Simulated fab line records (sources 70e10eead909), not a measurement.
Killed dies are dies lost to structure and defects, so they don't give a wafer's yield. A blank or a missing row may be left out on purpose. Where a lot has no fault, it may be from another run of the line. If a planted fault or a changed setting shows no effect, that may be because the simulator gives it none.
A lot that was struck, set against a sound lot -- flow nandHarc -- 15 out of 1302 route steps
Sound: wafers L366.4, L366.5, L366.6. Struck: wafer L367.4 (L367.1, L367.5, from the same lot, were not struck and are left out); the cause is given at the end.
Order at every step that has rows: each side's tool, ch and its chambers, its first start. Under that, the readings that differ: sound wafers -- struck wafers -- difference of the means -- sigmas: that difference in standard deviations of wafers without a fault.
alike: a reading whose means differ by less than 2 such deviations, as well as words and numbers matching on both sides. not compared: withheld readings; readings where some wafer has no value; bounds like >300 that might hide an equal value; numbers whose values overlap and for which the record gives no deviation.
A row with sigmas, a row that says differs or no value, or rows on one side alone: a step with any of these is where the two part. Numbers that have no deviation but don't overlap get no sigmas and don't part them. A reading that every wafer of one side lacks parts them only if that side has two wafers or more.

NHARC_A_CHANNEL_HOLE_D2_STRIP_28: strips in O2.
  sound: rieDiel-12 ch 2,3; struck: rieDiel-03 ch 3
  alike: chamberPressureMTorr, drypumpMotorCurrentA, oesProductAu, rfVppV, showerheadPlenumPTorr, throttleValvePct
  not compared: rfHoursCounterH
then, 2 steps without rows for these wafers: NHARC_A_CHANNEL_HOLE_D2_PRECLEAN_29 (cleans in SC1); NHARC_A_CHANNEL_HOLE_D2_SRD_30.
NHARC_A_CHANNEL_HOLE_D2_CD_MEAS_31:
  sound: cdSem-01 at day 16 04:19; struck: cdSem-03 at day 16 14:44
  alike: cdNm
after that, 1 step had no rows for these wafers: NHARC_A_CHANNEL_HOLE_D2_XSEM_32.
NHARC_A_CHANNEL_HOLE_D2_INSPECT_40:
  sound: defectInspect-01 at day 16 04:29; struck: defectInspect-02 at day 16 14:56
reading,sound,struck,difference,sigmas
rawDefectCount,130 193 177,370,+203,+2
then, 2 steps without rows for these wafers: NHARC_A_CHANNEL_FILL_D2_PRECLEAN_00 (cleans in SC1); NHARC_A_CHANNEL_FILL_D2_SRD_01.
NHARC_A_CHANNEL_FILL_D2_ALD_02: deposits SiO2, target thk 6 nm, pulse time 10 s, ald cycles 60.
  sound on aldHk-03 ch 2,3, day 16 04:46; struck on aldHk-02 ch 2, day 16 15:12
  alike: heaterPowerW, precursorPulseHeightRel
  not compared: aldCycles
NHARC_A_CHANNEL_FILL_D2_ALD_03: deposits SiNx, target thk 6 nm, pulse time 60 s, ald cycles 58.
  sound: aldSinBatch-02 ch 0; struck: aldSinBatch-02 ch 0
  alike: chamberPressureTorr, precursorPulseHeightRel
  not compared: aldCycles
NHARC_A_CHANNEL_FILL_D2_ALD_14: deposits SiO2, target thk 2.5 nm, pulse time 10 s, ald cycles 25.
  sound on aldHk-03 ch 0,3, day 16 11:40; struck on aldHk-04 ch 0, day 16 22:08
  alike: heaterPowerW, precursorPulseHeightRel
  not compared: aldCycles
NHARC_A_CHANNEL_FILL_D2_ALD_15: deposits SiNx, target thk 2 nm, pulse time 60 s, ald cycles 19.
  sound on aldSinBatch-03 ch 0, day 16 15:00; struck on aldSinBatch-03 ch 0
reading,sound,struck,difference,sigmas
chamberPressureTorr (Torr),2.008 2.001 2.005,1.987,-0.018,-4
  alike: precursorPulseHeightRel
  not compared: aldCycles
NHARC_A_CHANNEL_FILL_D2_ALD_16: deposits SiO2, target thk 1.5 nm, pulse time 10 s, ald cycles 15.
  sound on aldHk-03 ch 0,1,2, day 16 17:10; struck on aldHk-04 ch 3, day 17 03:20
reading,sound,struck,difference,sigmas
aldCycles,15 15 15,17,+2,
  alike: heaterPowerW, precursorPulseHeightRel
then, 1 step without rows for these wafers: NHARC_A_CHANNEL_FILL_D2_ANNEAL_17 (time 1800 s).
-- jump in the record: it breaks off in module A_CHANNEL_FILL_D2 and resumes in module END (first step shown: number 1302 of the route), and 11 days separate the struck wafers' starts before and after --
NHARC_END_SORT_01:
  the record has rows for the struck wafers here (prober-02 ch 0, day 27 20:49) and none for the sound ones

WHERE THEY PART
Earliest at NHARC_A_CHANNEL_HOLE_D2_INSPECT_40; latest, in this record, at NHARC_END_SORT_01.

WHY: the cause the simulator had injected
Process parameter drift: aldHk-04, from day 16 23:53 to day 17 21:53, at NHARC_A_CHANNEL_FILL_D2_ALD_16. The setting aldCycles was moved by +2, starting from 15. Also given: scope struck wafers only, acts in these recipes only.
